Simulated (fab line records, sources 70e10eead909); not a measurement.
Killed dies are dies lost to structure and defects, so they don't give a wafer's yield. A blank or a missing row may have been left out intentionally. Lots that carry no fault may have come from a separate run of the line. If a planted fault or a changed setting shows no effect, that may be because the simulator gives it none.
One fault through the eyes of 3 desks    flow nandHarc    only its own numbers are on each desk; what lay behind them is given at the end

AT THE METROLOGY DESK
What the gauges read for every lot (on any tool): the sampled wafers with a number, averaged. Any lot whose mean is over 4 standard deviations away from the usual mean is out of limits and marked OUT; that distance is given in the brackets.
Columns: A = cdNm at NHARC_A_SGD_CUT_CD_MEAS_09, usual 99.9 nm
lot   first seen here  A
L716  day 19 04:09     100.0
L718  day 20 07:37     99.8
L717  day 20 10:47     99.9
L721  day 21 08:44     99.6
L723  day 22 13:28     99.9
L722  day 22 13:49     99.8
L727  day 24 06:58     99.5
L728  day 24 07:43     100.0
L729  day 24 20:23     99.5
L736  day 27 19:05     100.6
L737  day 28 07:49     99.5
L738  day 28 20:52     99.5
This desk's finding: nothing out of limits on any of the 12 lots.

FOR THE TOOL OWNER'S DESK: pecvd-01
The tool's own readings at NHARC_A_SGD_CUT_DEP_00 (deposits SiNx, target thk 50 nm): means of the sampled wafers that have a number, for each lot that ran on this tool. Any lot whose mean is over 4 standard deviations away from the usual mean is out of limits and marked OUT; that distance is given in the brackets.
Columns: A = heaterPowerW at NHARC_A_SGD_CUT_DEP_00, usual 715 W
lot   first seen here  A
L716  day 19 03:25     765
L722  day 22 13:06     637
L727  day 24 06:16     648
L729  day 24 19:43     806
L737  day 28 07:06     718
This desk's finding: nothing out of limits on any of the 5 lots.

THE DEFECT DESK
Inspection counts along the route, by lot: the mean over sampled wafers that carry a number. Any lot whose mean is over 4 standard deviations away from the usual mean is out of limits and marked OUT; that distance is given in the brackets.
Columns: A = rawDefectCount at NHARC_A_SGD_CUT_INSPECT_11, usual 61
lot   first seen here  A
L716  day 19 04:16     63
L718  day 20 07:44     20
L717  day 20 10:55     102
L721  day 21 08:51     29
L723  day 22 13:35     102
L722  day 22 13:57     31
L727  day 24 07:05     1180 (+39) OUT
L728  day 24 07:50     59
L729  day 24 20:31     1229 (+40) OUT
L736  day 27 19:12     87
L737  day 28 07:56     56
L738  day 28 20:59     80
This desk's verdict: out of limits on L727, L729, starting with L727 at day 24 07:05 (rawDefectCount at NHARC_A_SGD_CUT_INSPECT_11). L716, L718, L717, L721, L723, L722, L728, L736, L737, L738: within limits.

ALL TOGETHER
The defect desk could have raised an alarm at day 24 07:05, on L727, L729.
The metrology desk saw nothing out of limits.
Nothing out of limits was seen by the tool owner's desk.
The metrology desk has L727, L729 on record, within its limits.
On record at the tool owner's desk: L727, L729, within its limits.
All the named lots went through NHARC_A_SGD_CUT_DEP_00 on pecvd-01.

WHAT THE SIMULATOR HAD PUT IN
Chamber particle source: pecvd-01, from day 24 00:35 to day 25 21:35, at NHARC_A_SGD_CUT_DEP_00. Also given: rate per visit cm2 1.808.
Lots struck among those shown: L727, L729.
Hours from the fault's start to each desk's first reading out of limits: the defect desk, 6.
